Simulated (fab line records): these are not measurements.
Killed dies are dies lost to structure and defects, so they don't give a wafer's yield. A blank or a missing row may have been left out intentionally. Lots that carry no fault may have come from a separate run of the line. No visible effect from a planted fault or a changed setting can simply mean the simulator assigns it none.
fab line records    flow nand_harc
[record] lots = 14  wafers = 42  last_day = 33
route steps=1302 shown A_BLC@1130 A_BONDPAD@1203 THIN_TSV@1280 END@1302
lots that met no fault: from a run of the same line without faults
start_h: start of the lot's first displayed wafer, in hours after the record's first day    wait_h: hours since the lot's step before    " identical to the entry in the row above    L1.1+2: a row that stands for several wafers    - value missing, or start not given    * or withheld: withheld    < > ~ a bound
route shown NAME@n: names a module that has steps shown in the file, with the first one's number in the route    usual: the fault-free wafers' mean and standard deviation    same: alike in all rows    chamber/n: place in a boat    sites: the reading at each site    _std_site: the values' standard deviation    _edge_site: outer sites' mean less inner sites'    radius_mm: how far each site lies from the wafer's centre    mask NAME#n: copy n    behind: the tool/chamber that last shaped the wafer    hold: what put the lot on hold/how long, in hours/how the hold closed    device: the n, p or np transistor that did not switch    end of line: tests of these same wafers at the route's end    where a step has no rows: the recipe by itself    killed: count of dies lost to structure and defects at first sort (not the wafer's yield)    map: the dies of a wafer, with x for killed, . for not killed, _ for no die there
set.NAME: the setting as run; set.NAME@STEP: as run at that earlier step    model.NAME: the simulator's own value behind a step, which no gauge read
route steps across a sampled set of lots; one table per step, one row per wafer
services: the hour from which a tool's chamber was out of use, counted from the record's first day as start_h (under 0 if before that day), plus the number of hours and why
[[steps]]
[step NHARC_A_BLC_PVD_32]
[recipe] target_thk_a = 50  chamber_pressure_pa = 5  power_w = 5000  substrate_temp_c = 200  time_s = 17.7  material = Ti
[usual] substrate_temp_c = 200.03/0.17  throttle_valve_pct = 30.5/0.91
lot.wafer  tool            chamber  start_h  wait_h  substrate_temp_c  throttle_valve_pct
L346.1     pvd_sputter-01  -        517.22   -       200.08            29.4
L346.5     "               -        "        "       200.11            30.4
L346.6     "               -        "        "       200.38            30.7
L349.1     pvd_sputter-02  -        558.35   -       200.03            29.3
L349.3     "               -        "        "       200.00            31.4
L349.5     "               -        "        "       200.31            30.5
L352.2     pvd_sputter-02  -        597.81   -       200.07            31.3
L352.3     "               -        "        "       199.81            30.6
L352.1     "               -        "        "       200.20            29.0
L353.3     pvd_sputter-03  -        602.52   -       199.84            31.5
L353.4     "               -        "        "       200.19            30.4
L353.5     "               -        "        "       200.20            30.2
L351.4     pvd_sputter-03  -        606.06   -       200.07            30.2
L351.6     "               -        "        "       200.03            31.8
L351.5     "               -        "        "       199.82            31.0
L355.3     pvd_sputter-02  -        618.37   -       200.00            31.4
L355.2     "               -        "        "       200.05            30.6
L355.6     "               -        "        "       200.09            28.9
L356.2     pvd_sputter-03  -        639.62   -       199.97            30.2
L356.3     "               -        "        "       199.85            30.6
L356.4     "               -        "        "       199.95            31.1
L360.4     pvd_sputter-01  -        673.82   -       200.01            29.6
L360.3     "               -        "        "       200.12            31.1
L360.5     "               -        "        "       199.87            29.6
L362.3     pvd_sputter-01  -        683.55   -       200.32            29.7
L362.1     "               -        "        "       199.94            30.8
L362.4     "               -        "        "       200.00            31.8
L359.3     pvd_sputter-03  -        689.54   -       200.11            31.0
L359.2     "               -        "        "       199.82            30.6
L359.5     "               -        "        "       199.92            30.2
L365.4     pvd_sputter-01  -        705.02   -       200.34            31.0
L365.1     "               -        "        "       199.87            31.6
L365.5     "               -        "        "       199.99            31.1
L364.3     pvd_sputter-03  -        733.68   -       199.84            32.1
L364.6     "               -        "        "       199.83            31.1
L364.5     "               -        "        "       200.20            30.4
L366.2     pvd_sputter-02  -        741.58   -       199.90            29.4
L366.5     "               -        "        "       200.02            29.6
L366.6     "               -        "        "       200.21            29.4
L368.1     pvd_sputter-03  -        750.96   -       199.96            32.1
L368.4     "               -        "        "       199.98            31.0
L368.5     "               -        "        "       199.92            31.8
[step NHARC_A_BONDPAD_CMP_29]
[recipe] target_thk_nm = 200  material = SiCN
[usual] motor_current_A = 11.6/1.2
lot.wafer  tool    chamber  start_h  wait_h  motor_current_A
L346.1     cmp-03  1        527.58   -       10.0
L346.6     "       0        "        "       12.6
L346.5     "       1        "        "       9.9
L349.1     cmp-02  3        569.01   0.5     12.1
L349.3     "       1        "        "       9.9
L349.5     "       2        "        "       12.2
L352.3     cmp-03  3        608.61   -       11.3
L352.1     "       1        "        "       9.5
L352.2     "       2        "        "       13.2
L353.4     cmp-02  3        612.41   -       12.3
L353.3     "       2        "        "       12.2
L353.5     "       3        "        "       13.3
L351.5     cmp-02  2        616.26   -       11.9
L355.2     cmp-03  0        628.31   -       12.2
L355.3     "       2        "        "       13.0
L355.6     "       0        "        "       12.9
L356.3     cmp-03  2        650.04   -       13.5
L356.2     "       3        "        "       11.7
L360.4     cmp-03  1        683.77   -       9.9
L360.3     "       3        "        "       11.9
L360.5     "       2        "        "       13.2
L362.4     cmp-02  0        693.91   -       11.1
L362.3     "       2        "        "       11.6
L362.1     "       3        "        "       13.4
L359.2     cmp-04  3        699.94   -       10.9
L359.3     "       1        "        "       11.5
L359.5     "       0        "        "       10.4
L365.4     cmp-04  2        715.90   -       12.1
L365.1     "       3        "        "       10.5
L365.5     "       1        "        "       11.6
L364.3     cmp-02  1        744.02   -       10.4
L364.6     "       1        "        "       10.1
L364.5     "       2        "        "       11.7
L366.2     cmp-02  3        751.57   -       13.8
L366.5     "       2        "        "       12.3
L366.6     "       3        "        "       13.4
L368.1     cmp-04  3        761.42   -       9.9
L368.4     "       0        "        "       9.9
L368.5     "       2        "        "       12.1
[step NHARC_A_BONDPAD_PRE_CLEAN_26]
[recipe] time_s = 30  temp_c = 280  gas = H2/He
[usual] heater_power_w = 419/41
lot.wafer  tool            chamber  start_h  wait_h  heater_power_w
L346.1     pvd_sputter-02  -        -        -       366
L346.6     "               -        "        "       548
L346.5     "               -        "        "       376
L349.3     pvd_sputter-02  -        -        -       414
L349.1     "               -        "        "       364
L349.5     "               -        "        "       434
L352.1     pvd_sputter-03  -        -        -       437
L352.2     "               -        "        "       419
L352.3     "               -        "        "       412
L353.4     pvd_sputter-01  -        -        -       388
L353.3     "               -        "        "       438
L353.5     "               -        "        "       362
L351.5     pvd_sputter-01  -        -        -       436
L355.3     pvd_sputter-02  -        -        -       378
L355.2     "               -        "        "       426
L355.6     "               -        "        "       410
L356.2     pvd_sputter-03  -        -        -       410
L356.3     "               -        "        "       413
L360.4     pvd_sputter-03  -        -        -       429
L360.3     "               -        "        "       416
L360.5     "               -        "        "       436
L362.3     pvd_sputter-01  -        -        -       440
L362.1     "               -        "        "       369
L362.4     "               -        "        "       432
L359.2     pvd_sputter-01  -        -        -       444
L359.3     "               -        "        "       384
L359.5     "               -        "        "       439
L365.4     pvd_sputter-01  -        -        -       384
L365.1     "               -        "        "       384
L365.5     "               -        "        "       401
L364.3     pvd_sputter-03  -        -        -       443
L364.6     "               -        "        "       402
L364.5     "               -        "        "       446
L366.2     pvd_sputter-03  -        -        -       437
L366.5     "               -        "        "       406
L366.6     "               -        "        "       445
L368.4     pvd_sputter-02  -        -        -       410
L368.1     "               -        "        "       542
L368.5     "               -        "        "       406
[step NHARC_THIN_TSV_PRE_CLEAN_54]
[recipe] time_s = 30  temp_c = 280  gas = H2/He
[usual] heater_power_w = 420/42
lot.wafer  tool            chamber  start_h  wait_h  heater_power_w
L346.1     pvd_sputter-02  -        547.18   0.0     370
L346.5     "               -        "        "       379
L346.6     "               -        "        "       432
L349.1     pvd_sputter-02  -        589.95   0.1     532
L349.3     "               -        "        "       377
L349.5     "               -        "        "       529
L352.3     pvd_sputter-02  -        629.44   0.1     425
L352.1     "               -        "        "       399
L352.2     "               -        "        "       532
L353.4     pvd_sputter-03  -        635.53   0.0     406
L353.3     "               -        "        "       407
L353.5     "               -        "        "       412
L351.5     pvd_sputter-01  -        636.75   0.1     437
L355.3     pvd_sputter-03  -        649.39   0.1     421
L355.2     "               -        "        "       399
L355.6     "               -        "        "       402
L356.3     pvd_sputter-01  -        670.73   0.1     382
L356.2     "               -        "        "       389
L360.4     pvd_sputter-01  -        704.20   0.1     389
L360.3     "               -        "        "       457
L360.5     "               -        "        "       401
L362.4     pvd_sputter-01  -        714.59   0.0     442
L362.3     "               -        "        "       397
L362.1     "               -        "        "       449
L359.2     pvd_sputter-02  -        722.49   0.1     389
L359.3     "               -        "        "       384
L359.5     "               -        "        "       536
L365.4     pvd_sputter-03  -        738.05   0.1     416
L365.1     "               -        "        "       424
L365.5     "               -        "        "       430
L364.3     pvd_sputter-03  -        765.09   0.1     411
L364.5     "               -        "        "       422
L364.6     "               -        "        "       412
L366.2     pvd_sputter-02  -        772.12   0.0     408
L366.5     "               -        "        "       416
L366.6     "               -        "        "       393
L368.4     pvd_sputter-03  -        782.65   0.1     428
L368.1     "               -        "        "       420
L368.5     "               -        "        "       414
[step NHARC_END_SORT_01]
[recipe] temp_c = 25
[usual] killed_at_array = 62/15  killed_at_other = 0.8/1  killed_at_periphery = 3.7/2.6  killed_dies = 66/15  killed_open = 3.1/1.8  killed_short = 2.6/1.7
[same] gross_dies = 677
lot.wafer  tool       chamber  start_h  wait_h  killed_at_array  killed_at_other  killed_at_periphery  killed_dies  killed_open  killed_short
L351.4     prober-02  0        649.87   3.4     672              0                5                    677          5            3
L351.5     prober-02  0        650.66   3.7     87               1                0                    88           6            2
L351.6     prober-02  0        651.45   4.0     674              1                2                    677          3            0
L356.2     prober-01  0        683.11   2.8     61               0                2                    63           1            3
L356.3     prober-01  0        683.92   3.1     55               0                4                    59           0            3
L356.4     prober-01  0        684.72   3.4     676              0                1                    677          1            2
// killed by level:class
L351.4 A_BLC:area_pvd=593 A_CHANNEL_HOLE_D2:chamber_film_flake=33 A_SLIT:chamber_film_flake=30 P_STI:chamber_film_flake=3 A_CHANNEL_HOLE_D1:chamber_film_flake=3 A_DECK1_JOINT:chamber_film_flake=3 A_ONON_D1:geometric_particle:open=2 A_ONON_D2:geometric_particle:short=2
L351.5 A_SLIT:chamber_film_flake=36 A_CHANNEL_HOLE_D2:chamber_film_flake=32 A_CHANNEL_HOLE_D1:chamber_film_flake=5 A_STAIRCASE:chamber_film_flake=3 A_M0:geometric_particle:open=2 A_CHANNEL_FILL_D2:chamber_film_flake=2 A_DECK1_JOINT:geometric_particle:short=1 A_DECK1_JOINT:geometric_particle:open=1
L351.6 A_BLC:area_pvd=602 A_SLIT:chamber_film_flake=32 A_CHANNEL_HOLE_D2:chamber_film_flake=27 A_CHANNEL_HOLE_D1:chamber_film_flake=4 A_CONTACT:chamber_film_flake=3 A_CONTACT:geometric_particle:open=2 A_STAIRCASE:chamber_film_flake=2 P_GATE:geometric_particle:open=1
L356.2 A_CHANNEL_HOLE_D1:chamber_film_flake=34 A_CHANNEL_HOLE_D2:chamber_film_flake=10 A_CONTACT:chamber_film_flake=4 A_M1:chamber_film_flake=4 A_CHANNEL_FILL_D2:geometric_particle:short=2 A_SLIT:chamber_film_flake=2 A_WL_FILL:chamber_film_flake=2 P_CONTACT:geometric_particle:short=1
L356.3 A_CHANNEL_HOLE_D1:chamber_film_flake=23 A_CHANNEL_HOLE_D2:chamber_film_flake=12 A_CONTACT:chamber_film_flake=8 A_M1:chamber_film_flake=5 P_ZERO_WELL:chamber_film_flake=2 A_CHANNEL_FILL_D1:chamber_film_flake=2 A_WL_FILL:chamber_film_flake=2 P_M0:geometric_particle:short=1
L356.4 A_BLC:area_pvd=612 A_CHANNEL_HOLE_D1:chamber_film_flake=30 A_CHANNEL_HOLE_D2:chamber_film_flake=17 A_CONTACT:chamber_film_flake=6 A_M1:chamber_film_flake=3 A_SLIT:chamber_film_flake=2 A_WL_FILL:chamber_film_flake=2 A_CHANNEL_FILL_D1:geometric_particle:short=1
[[services]]
tool            chamber  start_h  hours  kind
pvd_sputter-02  -        505.16   2.7    repair
cmp-02          -        512.13   1.2    repair
pvd_sputter-03  -        525.09   1.0    repair
pvd_sputter-03  -        526.10   10.0   pm
cmp-02          -        526.67   4.0    pm
pvd_sputter-03  -        548.23   4.0    repair
cmp-03          -        554.24   4.0    pm
pvd_sputter-02  -        566.26   2.7    repair
pvd_sputter-01  -        584.22   10.0   pm
cmp-03          -        591.50   5.3    repair
cmp-02          -        624.67   4.0    pm
pvd_sputter-01  -        628.54   2.7    repair
pvd_sputter-02  -        646.78   10.0   pm
cmp-03          -        652.24   4.0    pm
cmp-03          -        674.03   2.3    repair
pvd_sputter-03  -        696.28   2.2    repair
cmp-02          -        706.10   1.4    repair
cmp-03          -        718.48   7.0    repair
cmp-02          -        722.79   4.0    pm
pvd_sputter-02  -        732.28   1.7    repair
cmp-03          -        750.24   4.0    pm
pvd_sputter-01  -        759.75   2.4    repair
pvd_sputter-01  -        762.22   10.0   pm
cmp-02          -        765.86   5.3    repair
[[key]]
[first_sign] step = NHARC_END_SORT_01  reading = killed_at_array  direction = up  sigmas = 40  usual = 62  struck = 674
[effect] step = NHARC_END_SORT_01  reading = killed_dies  direction = up  sigmas = 39  usual = 66  struck = 677
[more_kills_born_at] NHARC_A_BLC_PVD_32@pvd_sputter-03 = 1807
met_at NHARC_A_BLC_PVD_32
struck_lots L351,L356
struck_wafers L351.4,L351.6,L356.4
later_rows_left_out L351.4,L351.6,L356.4
tester_left_out L351,L356
not_acting_at NHARC_A_BONDPAD_CMP_29,NHARC_A_BONDPAD_PRE_CLEAN_26,NHARC_THIN_TSV_PRE_CLEAN_54
onset_between 602.52 606.06
[fault] kind = process_parameter_drift  tool = pvd_sputter-03  chamber = -  onset_h = 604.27  steps = NHARC_A_BLC_PVD_32  channel = target_thk_a  offset = *  shape = step  end_h = 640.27  scope = struck_wafers_only  acts_in = *  stated = *
// tester_left_out: of these lots the tester's yield and bins aren't shown, on N5 and GAA mostly nor the transistor test; their killed dies are dies lost to structure and defects alone, not to doping, threshold or leakage, so they don't give the yield
// later_rows_left_out: the simulator's readings of these wafers behind a module that went badly wrong aren't trusted and aren't shown, but for the sort
